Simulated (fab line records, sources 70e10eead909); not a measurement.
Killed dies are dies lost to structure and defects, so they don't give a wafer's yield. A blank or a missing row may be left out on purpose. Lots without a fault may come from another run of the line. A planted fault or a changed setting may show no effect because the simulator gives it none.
Chamber matching | flow nand_harc | NHARC_A_STAIRCASE_TRIM_20 on rie_diel-09: 4 sister chambers
The step chemistry O2, time 211.2 s. 18 wafers are shown with their chamber, then 9 later ones without.

WAFERS WITH THEIR CHAMBER
wafer  | chamber | drypump_motor_current_A (A) | showerhead_plenum_p_Torr (Torr) | oes_product_au (a.u.)
L075.3 | 0       | 5.30                        | 3.28                            | 1.006
L075.4 | 1       | 5.47                        | 3.63                            | 0.982
L075.6 | 0       | 5.28                        | 3.28                            | 1.011
L077.2 | 0       | 5.29                        | 3.28                            | 1.004
L077.3 | 1       | 5.46                        | 3.63                            | 0.985
L077.4 | 2       | 5.83                        | 3.61                            | 0.993
L079.4 | 2       | 5.85                        | 3.60                            | 0.998
L079.5 | 1       | 5.44                        | 3.62                            | 0.994
L079.6 | 2       | 5.88                        | 3.60                            | 0.991
L084.2 | 3       | 5.34                        | 3.28                            | 0.991
L084.3 | 2       | 5.89                        | 3.59                            | 0.983
L084.4 | 0       | 5.30                        | 3.26                            | 1.000
L085.1 | 2       | 5.81                        | 3.59                            | 1.001
L085.2 | 1       | 5.47                        | 3.61                            | 0.988
L085.4 | 3       | 5.38                        | 3.28                            | 0.999
L091.1 | 3       | 5.34                        | 3.80                            | 1.018
L091.4 | 2       | 5.84                        | 3.57                            | 1.000
L091.6 | 1       | 5.46                        | 3.60                            | 1.008

SIGNATURES (means of the wafers above)
reading                  | chamber 0 | chamber 1 | chamber 2 | chamber 3 | scatter within a chamber
drypump_motor_current_A  | 5.2925    | 5.4600    | 5.8500    | 5.3533    | 0.0216
showerhead_plenum_p_Torr | 3.2750    | 3.6180    | 3.5933    | 3.4533    | 0.114
oes_product_au           | 1.00525   | 0.99140   | 0.99433   | 1.00267   | 0.00887
Rule: a wafer's distance from a chamber is the root of the sum, over the readings, of the square of ((its reading less the chamber's mean) divided by the reading's scatter). The wafer belongs to the nearest chamber; if the next one is less than 2 further off, it can't be placed. The scatter: the root of (the sum of the squares of (reading less its chamber's mean) over the shown wafers, divided by (wafers less chambers)).

WAFERS WITHOUT THEIR CHAMBER
wafer  | drypump_motor_current_A (A) | showerhead_plenum_p_Torr (Torr) | oes_product_au (a.u.)
L094.2 | 5.31                        | 3.80                            | 1.005
L094.5 | 5.35                        | 3.80                            | 1.006
L094.6 | 5.31                        | 3.80                            | 1.013
L093.1 | 5.45                        | 3.60                            | 1.004
L093.3 | 5.36                        | 3.80                            | 0.999
L093.4 | 5.82                        | 3.57                            | 1.000
L097.2 | 5.28                        | 3.79                            | 1.001
L097.3 | 5.46                        | 3.59                            | 1.000
L097.4 | 5.35                        | 3.79                            | 1.005

WHICH CHAMBER EACH WENT THROUGH
wafer  | from the rows above     | in truth
L094.2 | can't be placed: 3 or 0 | 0
L094.5 | 3                       | 3
L094.6 | can't be placed: 3 or 0 | 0
L093.1 | 1                       | 1
L093.3 | can't be placed: 3 or 1 | 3
L093.4 | 2                       | 2
L097.2 | can't be placed: 3 or 0 | 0
L097.3 | 1                       | 1
L097.4 | 3                       | 3
Placed correctly: 5 of 9. Can't be placed from these rows: 4 (the true chamber is among the candidates in 4). Placed wrongly: 0.
